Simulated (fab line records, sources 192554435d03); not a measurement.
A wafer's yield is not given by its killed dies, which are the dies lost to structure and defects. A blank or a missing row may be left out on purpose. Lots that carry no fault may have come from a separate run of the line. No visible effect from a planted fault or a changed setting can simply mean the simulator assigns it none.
The same fault as seen by 3 desks    flow n5 finfet    only its own numbers are on each desk; what lay behind them is given at the end

FROM THE METROLOGY DESK
What the gauges read for every lot (on any tool): the sampled wafers with a number, averaged. Any lot whose mean is over 4 standard deviations away from the usual mean is out of limits and marked OUT; that distance is given in the brackets. Of its 11 readings 7 are shown: those that lie furthest out on some lot.
Columns: A = FIN_CUT_OVL at N5_FIN_CUT_OVL_MEAS_09, usual -0.2 nm; B = DIBL_N at N5_BEOL_M4_RC_MEAS_101, usual 36.2 mV/V; C = IOFF_N at N5_BEOL_M4_RC_MEAS_101, usual 0.153 nA/um; D = ION_N at N5_BEOL_M4_RC_MEAS_101, usual 672 uA/um; E = ION_P at N5_BEOL_M4_RC_MEAS_101, usual 463 uA/um; F = VT_N at N5_BEOL_M4_RC_MEAS_101, usual 250.6 mV; G = VT_P at N5_BEOL_M4_RC_MEAS_101, usual -249 mV
lot   first seen here  A     B     C      D    E    F      G
L504  day 2 09:53      -1.5  34.4  0.142  675  472  248.1  -246
L511  day 4 03:47      -0.2  35.8  0.146  669  462  252.1  -252
L512  day 4 09:34      1.4   34.5  0.141  677  466  251.6  -251
L520  day 6 08:35      -0.0  36.0  0.161  669  466  250.0  -246
L521  day 6 15:11      -0.1  35.8  0.151  676  458  251.9  -252
L523  day 7 02:33      -1.7  34.5  0.117  655  453  254.1  -254
L526  day 7 20:40      -0.1  35.3  0.153  677  467  250.3  -250
This desk's verdict: no lot among the 7 shows anything out of limits.

THE DEFECT DESK
For each lot, the counts of the inspections along the route, averaged over the sampled wafers that have a number. Any lot whose mean is over 4 standard deviations away from the usual mean is out of limits and marked OUT; that distance is given in the brackets.
Columns: A = raw defect count at N5_FIN_CUT_INSPECT_10, usual 43
lot   first seen here  A
L504  day 2 09:57      56
L511  day 4 03:50      64
L512  day 4 09:38      47
L520  day 6 08:37      26
L521  day 6 15:15      35
L523  day 7 02:37      36
L526  day 7 20:43      32
This desk's verdict: no lot among the 7 shows anything out of limits.

THE TOOL OWNER'S DESK: rie si-06
The tool's own readings at N5_FIN_CUT_CUT_ETCH_15 (etches Si in HBr/Cl2/O2, target depth 100 nm, bt time 10 s, time 42.4 s): means of the sampled wafers that have a number, for each lot that ran on this tool. Any lot whose mean is over 4 standard deviations away from the usual mean is out of limits and marked OUT; that distance is given in the brackets.
Columns: A = drypump motor current A at N5_FIN_CUT_CUT_ETCH_15, usual 5.7 A; B = he backside leak sccm at N5_FIN_CUT_CUT_ETCH_15, usual 2.8 sccm; C = oes product au at N5_FIN_CUT_CUT_ETCH_15, usual 0.991 a.u.; D = throttle valve pct at N5_FIN_CUT_CUT_ETCH_15, usual 37.08 %
lot   first seen here  A    B    C      D
L504  day 2 10:37      5.7  2.6  0.989  37.18
L520  day 6 09:21      5.7  3.1  0.984  36.94
L521  day 6 16:17      5.8  2.5  0.982  36.96
L523  day 7 03:17      6.0  3.1  0.968  37.09
This desk's verdict: no lot among the 4 shows anything out of limits.

BROUGHT TOGETHER
At the metrology desk, nothing out of limits was observed.
Nothing out of limits was seen by the defect desk.
The tool owner's desk saw nothing out of limits.

WHAT HAD BEEN PUT IN BY THE SIMULATOR
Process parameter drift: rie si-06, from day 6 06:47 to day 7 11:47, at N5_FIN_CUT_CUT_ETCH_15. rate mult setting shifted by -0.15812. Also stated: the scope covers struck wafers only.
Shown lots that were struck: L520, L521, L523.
